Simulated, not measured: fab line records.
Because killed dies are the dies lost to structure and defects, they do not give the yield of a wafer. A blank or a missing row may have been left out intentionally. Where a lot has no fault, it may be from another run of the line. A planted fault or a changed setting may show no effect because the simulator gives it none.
Matching of chambers + flow n5_finfet + rie_si-02 running N5_DUMMY_GATE_ETCH_23: 4 sister chambers
The step etches poly-Si in HBr/Cl2/O2, target depth 41 nm, time 22.3 s. 20 wafers are shown with their chamber, then 10 later ones without.

EACH WAFER AND ITS CHAMBER
| wafer  | chamber | throttle_valve_pct (%) | he_backside_leak_sccm (sccm) | oes_product_au (a.u.) |
|--------|---------|------------------------|------------------------------|-----------------------|
| L077.2 | 0       | 37.26                  | 2.84                         | 0.989                 |
| L077.3 | 3       | 36.97                  | 3.31                         | 1.021                 |
| L077.4 | 1       | 37.30                  | 2.81                         | 1.004                 |
| L078.1 | 1       | 37.29                  | 2.90                         | 0.995                 |
| L078.2 | 3       | 36.97                  | 3.17                         | 1.010                 |
| L078.5 | 2       | 37.41                  | 2.91                         | 1.008                 |
| L081.2 | 3       | 36.96                  | 3.26                         | 1.027                 |
| L081.3 | 2       | 37.39                  | 2.49                         | 1.009                 |
| L081.6 | 2       | 37.41                  | 2.66                         | 1.021                 |
| L082.3 | 3       | 36.96                  | 3.28                         | 1.028                 |
| L082.4 | 0       | 37.26                  | 2.75                         | 0.996                 |
| L082.5 | 0       | 37.25                  | 2.79                         | 0.987                 |
| L083.3 | 0       | 37.25                  | 2.84                         | 0.989                 |
| L083.5 | 2       | 37.40                  | 2.74                         | 1.005                 |
| L083.6 | 1       | 37.29                  | 2.92                         | 0.998                 |
| L084.2 | 0       | 37.26                  | 2.85                         | 0.990                 |
| L084.5 | 3       | 36.97                  | 3.31                         | 1.026                 |
| L084.6 | 2       | 37.42                  | 2.80                         | 1.014                 |
| L086.1 | 2       | 37.39                  | 2.61                         | 1.011                 |
| L086.3 | 3       | 36.96                  | 3.30                         | 1.010                 |

SIGNATURES, as means of the wafers listed above
| reading               | chamber 0 | chamber 1 | chamber 2 | chamber 3 | scatter within a chamber |
|-----------------------|-----------|-----------|-----------|-----------|--------------------------|
| throttle_valve_pct    | 37.2560   | 37.2933   | 37.4033   | 36.9650   | 0.00818                  |
| he_backside_leak_sccm | 2.8140    | 2.8767    | 2.7017    | 3.2717    | 0.0929                   |
| oes_product_au        | 0.99020   | 0.99900   | 1.01133   | 1.02033   | 0.0061                   |
Rule: distance of a wafer from a chamber = root of the sum over the readings of ((wafer's reading minus chamber's mean) / reading's scatter) squared. The wafer belongs to the nearest chamber; if the next one is less than 2 further off, it can't be placed. The scatter: take each reading less its chamber's mean, square it, sum over the shown wafers, divide by the number of wafers less the number of chambers, and take the root.

WAFERS WITHOUT THEIR CHAMBER
| wafer  | throttle_valve_pct (%) | he_backside_leak_sccm (sccm) | oes_product_au (a.u.) |
|--------|------------------------|------------------------------|-----------------------|
| L086.5 | 37.39                  | 2.74                         | 1.014                 |
| L087.2 | 37.27                  | 2.92                         | 1.004                 |
| L087.4 | 37.39                  | 2.75                         | 1.007                 |
| L087.5 | 37.30                  | 2.97                         | 1.009                 |
| L092.4 | 37.41                  | 2.50                         | 1.006                 |
| L092.5 | 37.26                  | 2.73                         | 0.995                 |
| L092.6 | 37.30                  | 2.98                         | 1.009                 |
| L097.1 | 37.40                  | 2.79                         | 1.009                 |
| L097.3 | 37.28                  | 2.70                         | 0.986                 |
| L097.5 | 37.41                  | 2.69                         | 1.021                 |

EACH ONE'S CHAMBER
| wafer  | from the rows above     | in truth |
|--------|-------------------------|----------|
| L086.5 | 2                       | 2        |
| L087.2 | can't be placed: 1 or 0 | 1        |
| L087.4 | 2                       | 2        |
| L087.5 | 1                       | 1        |
| L092.4 | 2                       | 2        |
| L092.5 | 0                       | 0        |
| L092.6 | 1                       | 1        |
| L097.1 | 2                       | 2        |
| L097.3 | can't be placed: 0 or 1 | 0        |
| L097.5 | 2                       | 2        |
Correct placement for 8 of the 10. These rows do not allow placing 2 (true chamber among the candidates in 2). Number placed wrongly: 0.
